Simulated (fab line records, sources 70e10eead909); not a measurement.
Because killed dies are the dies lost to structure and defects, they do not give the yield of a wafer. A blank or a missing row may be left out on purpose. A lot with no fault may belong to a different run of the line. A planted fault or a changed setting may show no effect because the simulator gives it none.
fab line records    flow nand_harc
[record] lots = 13  wafers = 39  last_day = 33
route steps=1302 shown P_BONDPAD@374 A_ZERO_WELL@405
lots untouched by any fault: they come from a run of this same line in which no faults occurred
start_h: start of the lot's first displayed wafer, in hours after the record's first day    wait_h: hours since the lot's step before    " the same as in the row above    L1.1+2: a single row standing in for several wafers    - either no value or no given start    * or withheld: withheld    < > ~ a bound
route shown NAME@n: a module of which the file shows steps, and the number in the route of the first    usual: mean and standard deviation over wafers with no fault    same: alike in all rows    chamber/n: place in a boat    sites: per-site readings    _std_site: standard deviation of those values    _edge_site: outer sites' mean less inner sites'    radius_mm: for every site, how far away it sits from the centre of the wafer    mask NAME#n: copy n    behind: tool/chamber where the wafer was last shaped    hold: cause of the lot's hold/its duration in hours/its outcome    device: whichever transistor did not switch (one of n, p or np)    end of line: the same wafers' tests at the end of the route    where a step has no rows: the recipe by itself    killed: the dies lost at the first sort to structure and to defects; this is not the yield of the wafer    map: dies across one wafer; x = killed, . = not, _ = none there
set.NAME: the setting the step ran with; set.NAME@STEP: the setting that earlier step ran with    model.NAME: the simulator's own value behind a step, which no gauge read
steps of the route over a sample of lots; a table a step, a row a wafer
services: a tool's chamber out of use, with start hour (start_h, from the record's first day; less than 0 if before it), hours out, and reason
[[steps]]
[step NHARC_P_BONDPAD_DEGAS_25]
[recipe] temp_c = 300  time_s = 60
[usual] heater_power_w = 461/36
[same] time_s = 60
lot.wafer  tool            chamber  start_h  wait_h  heater_power_w
L217.1     pvd_sputter-02  -        143.68   -       464
L217.3     "               -        "        "       395
L217.2     "               -        "        "       500
L219.2     pvd_sputter-01  -        159.36   -       452
L219.3     "               -        "        "       414
L219.6     "               -        "        "       443
L218.2     pvd_sputter-02  -        160.11   -       507
L218.4     "               -        "        "       481
L218.6     "               -        "        "       497
L220.4     pvd_sputter-02  -        169.84   -       502
L220.6     "               -        "        "       477
L220.5     "               -        "        "       396
L221.3     pvd_sputter-02  -        174.59   -       501
L221.4     "               -        "        "       489
L221.6     "               -        "        "       494
L222.1     pvd_sputter-03  -        190.69   -       495
L222.4     "               -        "        "       467
L222.5     "               -        "        "       488
L223.3     pvd_sputter-03  -        195.26   -       492
L223.4     "               -        "        "       456
L223.5     "               -        "        "       421
L227.1     pvd_sputter-03  -        232.83   -       437
L227.3     "               -        "        "       499
L227.6     "               -        "        "       459
L228.4     pvd_sputter-01  -        240.93   -       441
L228.3     "               -        "        "       404
L228.6     "               -        "        "       444
L230.1     pvd_sputter-02  -        262.50   -       505
L230.4     "               -        "        "       496
L230.3     "               -        "        "       387
L238.2     pvd_sputter-03  -        343.92   -       455
L238.4     "               -        "        "       410
L238.5     "               -        "        "       473
L239.4     pvd_sputter-01  -        356.46   -       492
L239.5     "               -        "        "       422
L239.6     "               -        "        "       502
L240.3     pvd_sputter-01  -        364.05   -       401
L240.2     "               -        "        "       473
L240.4     "               -        "        "       438
[step NHARC_P_BONDPAD_PRE_CLEAN_26]
[recipe] time_s = 30  temp_c = 280  gas = H2/He
[usual] heater_power_w = 402/32
[same] time_s = 30
lot.wafer  tool            chamber  start_h  wait_h  heater_power_w
L217.2     pvd_sputter-02  -        -        -       429
L217.3     "               -        "        "       349
L217.1     "               -        "        "       440
L219.3     pvd_sputter-01  -        -        -       413
L219.2     "               -        "        "       394
L219.6     "               -        "        "       412
L218.4     pvd_sputter-02  -        -        -       345
L218.2     "               -        "        "       427
L218.6     "               -        "        "       342
L220.4     pvd_sputter-02  -        -        -       435
L220.6     "               -        "        "       427
L220.5     "               -        "        "       360
L221.4     pvd_sputter-02  -        -        -       350
L221.3     "               -        "        "       419
L221.6     "               -        "        "       442
L222.1     pvd_sputter-03  -        -        -       439
L222.4     "               -        "        "       446
L222.5     "               -        "        "       401
L223.3     pvd_sputter-03  -        -        -       455
L223.4     "               -        "        "       365
L223.5     "               -        "        "       436
L227.1     pvd_sputter-03  -        -        -       433
L227.3     "               -        "        "       395
L227.6     "               -        "        "       428
L228.3     pvd_sputter-01  -        -        -       397
L228.4     "               -        "        "       352
L228.6     "               -        "        "       390
L230.3     pvd_sputter-02  -        -        -       343
L230.4     "               -        "        "       422
L230.1     "               -        "        "       431
L238.2     pvd_sputter-03  -        -        -       448
L238.4     "               -        "        "       407
L238.5     "               -        "        "       434
L239.4     pvd_sputter-01  -        -        -       393
L239.6     "               -        "        "       387
L239.5     "               -        "        "       349
L240.3     pvd_sputter-01  -        -        -       417
L240.2     "               -        "        "       388
L240.4     "               -        "        "       396
[step NHARC_A_ZERO_WELL_ETCH_13]
[recipe] target_depth_a = 1200  time_s = 40.1  hbr_flow_sccm = 150  cl2_flow_sccm = 50  rf_w = 400  icp_w = 400  bias_w = 100  chemistry = HBr/Cl2
[usual] drypump_motor_current_A = 5.69/0.26  he_backside_leak_sccm = 2.7/0.3  mfc_cl2_sccm = 50.02/0.14  oes_product_au = 1.000/0.0096  throttle_valve_pct = 26.405/0.0092
[same] time_s = 40.1
lot.wafer  tool       chamber  start_h  wait_h  drypump_motor_current_A  he_backside_leak_sccm  mfc_cl2_sccm  oes_product_au  rf_hours_counter_h  throttle_valve_pct
L217.1     rie_si-04  1        146.98   -       5.92                     2.5                    50.15         0.991           0.9                 26.408
L217.2     "          3        "        "       5.62                     3.1                    49.90         0.998           0.8                 26.405
L217.3     "          0        "        "       5.92                     2.8                    50.38         1.002           0.9                 26.400
L219.2     rie_si-04  2        162.64   -       6.07                     2.3                    50.06         1.003           0.9                 26.412
L219.3     "          1        "        "       5.92                     2.5                    50.26         0.991           1.0                 26.414
L219.6     "          2        "        "       6.04                     2.3                    50.03         1.007           -                   26.404
L218.4     rie_si-05  2        163.42   -       5.34                     2.8                    49.84         1.008           0.1                 26.404
L218.2     "          3        "        "       5.71                     2.9                    49.82         0.996           0.2                 26.402
L218.6     "          3        "        "       5.72                     3.5                    49.96         1.004           -                   26.397
L220.4     rie_si-05  1        173.15   -       5.66                     2.2                    49.71         1.007           0.2                 26.417
L220.5     "          0        "        "       5.07                     2.8                    49.99         1.006           -                   26.410
L220.6     "          1        "        "       5.66                     2.2                    49.83         1.005           -                   26.406
L221.3     rie_si-04  1        177.89   -       5.94                     2.6                    49.80         1.003           0.0                 26.387
L221.4     "          2        "        "       6.09                     2.3                    49.78         1.011           0.0                 26.414
L221.6     "          0        "        "       5.94                     2.9                    49.98         1.003           -                   26.391
L222.4     rie_si-03  1        194.15   -       5.44                     3.0                    50.24         0.989           0.9                 26.407
L222.1     "          2        "        "       5.66                     2.7                    50.05         1.005           1.0                 26.401
L222.5     "          0        "        "       5.73                     3.0                    49.97         0.993           -                   26.392
L223.3     rie_si-03  1        198.53   -       5.41                     3.0                    49.79         0.988           0.9                 26.417
L223.4     "          2        "        "       5.64                     2.7                    49.98         1.011           1.0                 26.404
L223.5     "          0        "        "       5.71                     2.8                    50.16         0.999           -                   26.404
L227.3     rie_si-03  0        236.10   -       5.79                     3.0                    50.14         1.001           0.0                 26.402
L227.1     "          3        "        "       5.57                     2.4                    50.00         1.020           0.0                 26.395
L227.6     "          0        "        "       5.79                     3.1                    49.87         0.996           -                   26.402
L228.4     rie_si-05  1        244.09   -       5.69                     2.2                    50.04         1.003           0.7                 26.414
L228.3     "          3        "        "       5.75                     2.8                    50.10         0.998           0.7                 26.415
L228.6     "          1        "        "       5.68                     2.1                    50.14         0.995           -                   26.415
L230.3     rie_si-04  3        266.09   -       5.66                     3.5                    49.93         0.997           0.5                 26.389
L230.1     "          0        "        "       5.95                     2.8                    50.14         1.020           0.8                 26.413
L230.4     "          1        "        "       5.93                     2.7                    50.07         0.999           0.7                 26.408
L238.4     rie_si-03  0        347.22   -       5.76                     2.9                    49.97         0.996           0.7                 26.393
L238.2     "          1        "        "       5.43                     2.7                    50.03         0.979           0.9                 26.397
L238.5     "          0        "        "       5.72                     3.0                    49.96         0.984           -                   26.398
L239.4     rie_si-04  3        359.75   -       5.66                     3.2                    49.92         0.997           0.1                 26.412
L239.6     "          2        "        "       6.11                     2.4                    50.18         1.000           -                   26.400
L239.5     "          3        "        "       5.63                     3.0                    49.97         1.002           -                   26.399
L240.3     rie_si-03  0        367.35   -       5.76                     3.0                    49.80         1.001           0.8                 26.401
L240.2     "          2        "        "       5.62                     2.9                    50.00         1.001           1.0                 26.410
L240.4     "          3        "        "       5.59                     2.4                    49.96         1.015           0.8                 26.414
[step NHARC_A_ZERO_WELL_PRECLEAN_22]
[recipe] time_s = 60  temp_c = 50  bath_age_min = 0  chemistry = SC1
[same] time_s = 60
lot.wafer   tool          chamber  start_h  wait_h
L217.3+1+2  wet_bench-05  6,0,1    147.76   0.1
L219.3+2+6  wet_bench-04  2,4,6    163.43   0.1
L218.2+4+6  wet_bench-06  2,3,4    164.19   0.2
L220.6+4+5  wet_bench-06  2,4,5    173.90   0.0
L221.3+4+6  wet_bench-05  6,7,3    178.64   0.1
L222.5+4+1  wet_bench-04  4,5,6    194.93   0.1
L223.5+3+4  wet_bench-05  3,4,5    199.29   0.1
L227.3+6+1  wet_bench-06  6,0,1    236.88   0.1
L228.3+4+6  wet_bench-06  6,1,2    244.86   0.1
L230.3+1+4  wet_bench-06  2,3,4    266.86   0.1
L238.2+4+5  wet_bench-04  0,2,3    347.97   0.2
L239.6+5+4  wet_bench-04  2,6,7    360.51   0.0
L240.4+2+3  wet_bench-04  6,7,1    368.13   0.1
[step NHARC_A_ZERO_WELL_INSPECT_17]
[usual] raw_defect_count = 11/6.2
lot.wafer  tool               chamber  start_h  wait_h  hold                      raw_defect_count
L217.1     defect_inspect-02  -        148.09   0.2     -                         8
L217.2     "                  -        "        "       -                         10
L217.3     "                  -        "        "       -                         17
L219.2     defect_inspect-02  -        163.75   0.1     -                         10
L219.3     "                  -        "        "       -                         11
L219.6     "                  -        "        "       -                         24
L218.2     defect_inspect-02  -        164.52   0.1     -                         9
L218.4     "                  -        "        "       -                         12
L218.6     "                  -        "        "       -                         11
L220.4     defect_inspect-02  -        174.23   0.1     -                         30
L220.5     "                  -        "        "       -                         17
L220.6     "                  -        "        "       -                         15
L221.3     defect_inspect-02  -        178.97   0.1     -                         12
L221.4     "                  -        "        "       -                         15
L221.6     "                  -        "        "       -                         22
L222.1     defect_inspect-01  -        195.28   0.2     -                         5
L222.4     "                  -        "        "       -                         26
L222.5     "                  -        "        "       -                         10
L223.3     defect_inspect-02  -        199.61   0.1     -                         16
L223.4     "                  -        "        "       -                         20
L223.5     "                  -        "        "       -                         14
L227.1     defect_inspect-02  -        237.21   0.2     -                         3
L227.3     "                  -        "        "       -                         6
L227.6     "                  -        "        "       -                         7
L228.3     defect_inspect-01  -        245.19   0.1     await_dispo/0.2h/release  486
L228.4     "                  -        "        "       await_dispo/0.2h/release  460
L228.6     "                  -        "        "       await_dispo/0.2h/release  501
L228.3     defect_inspect-01  -        245.36   0.2     -                         479
L228.4     "                  -        "        "       -                         478
L228.6     "                  -        "        "       -                         505
L230.1     defect_inspect-01  -        267.19   0.2     await_dispo/0.2h/release  483
L230.3     "                  -        "        "       await_dispo/0.2h/release  507
L230.4     "                  -        "        "       await_dispo/0.2h/release  478
L230.1     defect_inspect-01  -        267.36   0.2     -                         481
L230.3     "                  -        "        "       -                         496
L230.4     "                  -        "        "       -                         476
L238.2     defect_inspect-02  -        348.30   0.1     -                         11
L238.4     "                  -        "        "       -                         4
L238.5     "                  -        "        "       -                         6
L239.4     defect_inspect-02  -        360.84   0.1     -                         16
L239.5     "                  -        "        "       -                         9
L239.6     "                  -        "        "       -                         13
L240.2     defect_inspect-02  -        368.45   0.1     -                         19
L240.3     "                  -        "        "       -                         6
L240.4     "                  -        "        "       -                         3
[[services]]
tool            chamber  start_h  hours  kind
rie_si-05       -        128.00   9.0    pm
rie_si-05       1        145.02   1.2    repair
pvd_sputter-03  -        145.06   2.8    repair
rie_si-04       0        145.15   1.1    repair
rie_si-04       -        165.04   9.0    pm
rie_si-04       0        165.04   9.0    vent_cycle
rie_si-04       1        165.04   9.0    vent_cycle
rie_si-04       2        165.04   9.0    vent_cycle
rie_si-04       3        165.04   9.0    vent_cycle
wet_bench-06    -        193.60   8.0    pm
rie_si-04       3        216.48   10.8   repair
rie_si-03       -        221.00   9.0    pm
pvd_sputter-01  -        226.00   10.0   pm
wet_bench-04    -        227.20   8.0    pm
pvd_sputter-03  -        250.26   0.9    repair
rie_si-05       -        255.61   22.2   repair
pvd_sputter-01  -        258.23   6.3    repair
wet_bench-05    -        260.80   8.0    pm
rie_si-03       2        264.36   9.4    repair
pvd_sputter-02  -        271.33   2.5    repair
pvd_sputter-02  -        282.00   10.0   pm
pvd_sputter-02  -        296.11   3.1    repair
rie_si-05       -        305.00   9.0    pm
rie_si-04       -        342.04   9.0    pm
[[key]]
[first_sign] step = NHARC_A_ZERO_WELL_INSPECT_17  reading = visit  direction = added
[effect] step = NHARC_A_ZERO_WELL_INSPECT_17  reading = raw_defect_count  direction = up  sigmas = 76  usual = 11  struck = 486
met_at NHARC_A_ZERO_WELL_PRECLEAN_22
struck_lots L228,L230
scrapped_behind NHARC_A_ZERO_WELL_INSPECT_17 L228.3,L228.4,L228.6,L230.1,L230.3,L230.4
not_acting_at NHARC_P_BONDPAD_DEGAS_25,NHARC_P_BONDPAD_PRE_CLEAN_26,NHARC_A_ZERO_WELL_ETCH_13
onset_between 236.88 244.86
[fault] kind = chamber_particle_source  tool = wet_bench-06  chamber = -  onset_h = 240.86  steps = NHARC_A_ZERO_WELL_PRECLEAN_22  rate_per_visit_cm2 = 0.74776  end_h = 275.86
